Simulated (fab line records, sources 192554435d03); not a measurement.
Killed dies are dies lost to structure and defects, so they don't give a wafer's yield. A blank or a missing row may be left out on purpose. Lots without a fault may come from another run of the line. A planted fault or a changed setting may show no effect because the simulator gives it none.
Split-lot experiment | flow n5_finfet | 7 lots, 39 wafers read, on a route of 1938 steps

THE SPLIT
At N5_MOL_CONTACT_COAG_ALD_133 (deposits SiO2, target thk 5 nm, pulse time 1 s, co reactant pulse time 1 s), the setting ald_cycles was moved away from the recipe's 35 on 12 of the 39 wafers read, by -48.6% to +25.7%. The other wafers ran this setting at the recipe's value.

The reading is taken at the split's own step.

THE READING
SiO2_of_MOL_CONTACT_COAG_ALD_133.thk_nm (the simulator's own value, which no gauge read), in nm, at N5_MOL_CONTACT_COAG_ALD_133 (deposits SiO2, target thk 5 nm, pulse time 1 s, co reactant pulse time 1 s). The file gives no usual value for it.

wafer  | tool, chamber at the split | ald_cycles as run | against the recipe | SiO2_of_MOL_CONTACT_COAG_ALD_133.thk_nm, nm | against lot-mates on the recipe
L076.1 | ald_sin-04, 0,3,1,2,1,2    | 35                | recipe             | 5                                           | -
L076.2 | ald_sin-04, 0,3,1,2,1,2    | 35                | recipe             | 5                                           | -
L076.3 | ald_sin-04, 0,3,1,2,1,2    | 35                | recipe             | 5                                           | -
L076.4 | ald_sin-04, 0,3,1,2,1,2    | 35                | recipe             | 5                                           | -
L076.5 | ald_sin-04, 0,3,1,2,1,2    | 35                | recipe             | 5                                           | -
L076.6 | ald_sin-04, 0,3,1,2,1,2    | 35                | recipe             | 5                                           | -
L078.1 | ald_sin-02, 1,3,0,2,1,0    | 35                | recipe             | 5                                           | -
L078.2 | ald_sin-02, 1,3,0,2,1,0    | 35                | recipe             | 5                                           | -
L078.3 | ald_sin-02, 1,3,0,2,1,0    | 35                | recipe             | 5                                           | -
L078.4 | ald_sin-02, 1,3,0,2,1,0    | 35                | recipe             | 5                                           | -
L078.5 | ald_sin-02, 1,3,0,2,1,0    | 35                | recipe             | 5                                           | -
L078.6 | ald_sin-02, 1,3,0,2,1,0    | 35                | recipe             | 5                                           | -
L083.1 | ald_sin-04, 1,3,0          | 35                | recipe             | 5                                           | -
L083.2 | ald_sin-04, 1,3,0          | 35                | recipe             | 5                                           | -
L083.4 | ald_sin-04, 1,3,0          | 35                | recipe             | 5                                           | -
L083.3 | ald_sin-04, 2,2,1          | 22                | -37.1%             | 3.2                                         | -1.8
L083.5 | ald_sin-04, 2,2,1          | 22                | -37.1%             | 3.2                                         | -1.8
L083.6 | ald_sin-04, 2,2,1          | 22                | -37.1%             | 3.2                                         | -1.8
L084.1 | ald_sin-04, 0,1,2          | 44                | +25.7%             | 6.4                                         | +1.4
L084.2 | ald_sin-04, 0,1,2          | 44                | +25.7%             | 6.4                                         | +1.4
L084.3 | ald_sin-04, 0,1,2          | 44                | +25.7%             | 6.4                                         | +1.4
L084.4 | ald_sin-04, 3,1,2          | 35                | recipe             | 5                                           | -
L084.5 | ald_sin-04, 3,1,2          | 35                | recipe             | 5                                           | -
L084.6 | ald_sin-04, 3,1,2          | 35                | recipe             | 5                                           | -
L093.1 | ald_sin-01, 3,2,0          | 21                | -40.0%             | 3                                           | -2.0
L093.3 | ald_sin-01, 3,2,0          | 21                | -40.0%             | 3                                           | -2.0
L093.4 | ald_sin-01, 3,2,0          | 21                | -40.0%             | 3                                           | -2.0
L093.2 | ald_sin-01, 1,3,0          | 35                | recipe             | 5                                           | -
L093.5 | ald_sin-01, 1,3,0          | 35                | recipe             | 5                                           | -
L093.6 | ald_sin-01, 1,3,0          | 35                | recipe             | 5                                           | -
L094.1 | ald_sin-02, 0,3,1          | 18                | -48.6%             | 2.6                                         | -2.4
L094.4 | ald_sin-02, 0,3,1          | 18                | -48.6%             | 2.6                                         | -2.4
L094.6 | ald_sin-02, 0,3,1          | 18                | -48.6%             | 2.6                                         | -2.4
L094.2 | ald_sin-02, 1,2,0          | 35                | recipe             | 5                                           | -
L094.3 | ald_sin-02, 1,2,0          | 35                | recipe             | 5                                           | -
L094.5 | ald_sin-02, 1,2,0          | 35                | recipe             | 5                                           | -
L096.3 | ald_sin-01, 0,0,1          | 35                | recipe             | 5                                           | -
L096.5 | ald_sin-01, 0,0,1          | 35                | recipe             | 5                                           | -
L096.6 | ald_sin-01, 0,0,1          | 35                | recipe             | 5                                           | -
Where a row lists several chambers, the file gives one row for several wafers and doesn't say which wafer went through which chamber.

THE FIT
A straight line over all 39 wafers: SiO2_of_MOL_CONTACT_COAG_ALD_133.thk_nm changes by +0.0502 nm for each +1% of ald_cycles; r = +1.00; the points scatter about the line by 0.034 nm.
The same after taking each lot's own level away (the mean of its wafers on the recipe; 39 wafers): +0.0502 nm for each +1%; r = +1.00; scatter 0.034 nm.
On that fit, the largest move of ald_cycles shifts the reading by 2.4 nm.
The lots' own levels span 5.00 to 5.00 nm.
So the lot-to-lot level changes the slope little: the two slopes agree.
Check: with one of the wafers moved furthest among these (-48.6%) left out of the fit, the line predicts -2.42 nm for it against its lot-mates. It came out at -2.4 nm against them.

OTHER SPLITS ON THESE WAFERS
These wafers also went through other splits before the reading. Each is held against what the fit with the lots' levels taken away leaves over:
other split on the same wafers          | wafers away from the commonest value | r with SiO2_of_MOL_CONTACT_COAG_ALD_133.thk_nm (lot level and that fit taken away)
N5_FIN_SAQP_SPACER2_ALD_28 target_thk_a | 15                                   | +0.14
N5_SD_EPI_N_ETCH_16 target_depth_a      | 9                                    | -0.34
N5_SDB_ETCH_18 time_s                   | 12                                   | +0.33

THE FILE'S OWN FIT
SiO2_of_MOL_CONTACT_COAG_ALD_133.thk_nm changes by +0.0499 nm for each +1% of ald_cycles, r = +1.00.
